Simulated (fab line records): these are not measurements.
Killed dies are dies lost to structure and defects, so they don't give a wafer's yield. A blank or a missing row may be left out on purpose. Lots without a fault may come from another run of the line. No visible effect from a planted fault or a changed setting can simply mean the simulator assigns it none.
Chamber matching :: flow nand harc :: NHARC_A_SLIT_ETCH_24 on rie diel-01 has 4 sister chambers
The step etches the open film in CF4/CHF3, target depth 121 nm, time 60.5 s. 7 wafers are shown with their chamber, then 9 later ones without.

WAFERS, EACH WITH ITS CHAMBER
wafer: L082.2
chamber: 3
drypump motor current A (A): 5.6
rf vpp V (V): 372.0

wafer: L082.3
chamber: 0
drypump motor current A (A): 5.7
rf vpp V (V): 370.3

wafer: L085.2
chamber: 1
drypump motor current A (A): 5.3
rf vpp V (V): 371.5

wafer: L085.6
chamber: 2
drypump motor current A (A): 6.0
rf vpp V (V): 367.4

wafer: L088.1
chamber: 2
drypump motor current A (A): 6.0
rf vpp V (V): 367.1

wafer: L088.2
chamber: 3
drypump motor current A (A): 5.7
rf vpp V (V): 370.8

wafer: L088.4
chamber: 1
drypump motor current A (A): 5.3
rf vpp V (V): 371.4

WAFERS MISSING THEIR CHAMBER
wafer: L090.2
drypump motor current A (A): 5.7
rf vpp V (V): 368.5

wafer: L090.3
drypump motor current A (A): 5.3
rf vpp V (V): 370.4

wafer: L090.4
drypump motor current A (A): 6.0
rf vpp V (V): 367.5

wafer: L093.3
drypump motor current A (A): 5.7
rf vpp V (V): 369.3

wafer: L093.5
drypump motor current A (A): 5.3
rf vpp V (V): 371.3

wafer: L093.6
drypump motor current A (A): 5.7
rf vpp V (V): 371.7

wafer: L094.2
drypump motor current A (A): 5.7
rf vpp V (V): 369.2

wafer: L094.3
drypump motor current A (A): 5.3
rf vpp V (V): 369.6

wafer: L094.4
drypump motor current A (A): 5.7
rf vpp V (V): 369.7

WHICH CHAMBER EACH WENT THROUGH
wafer: L090.2
from the rows above: 0
in truth: 0

wafer: L090.3
from the rows above: 1
in truth: 1

wafer: L090.4
from the rows above: 2
in truth: 2

wafer: L093.3
from the rows above: 0
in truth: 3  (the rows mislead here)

wafer: L093.5
from the rows above: 1
in truth: 1

wafer: L093.6
from the rows above: can't be placed: 3 or 0
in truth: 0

wafer: L094.2
from the rows above: 0
in truth: 0

wafer: L094.3
from the rows above: 1
in truth: 1

wafer: L094.4
from the rows above: 0
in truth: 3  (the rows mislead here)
Correct placement for 6 of the 9. Can't be placed from these rows: 1 (the true chamber is among the candidates in 1). Number placed wrongly: 2.
How it was worked out, from the rows above alone: a wafer's distance from a chamber is the root of the sum, over the readings, of the square of ((its reading less the chamber's mean) divided by the reading's scatter). The wafer belongs to the nearest chamber; if the next one is less than 2 further off, it can't be placed. A chamber's mean is the mean of its shown wafers. The scatter: the root of (the sum of the squares of (reading less its chamber's mean) over the shown wafers, divided by (wafers less chambers)).
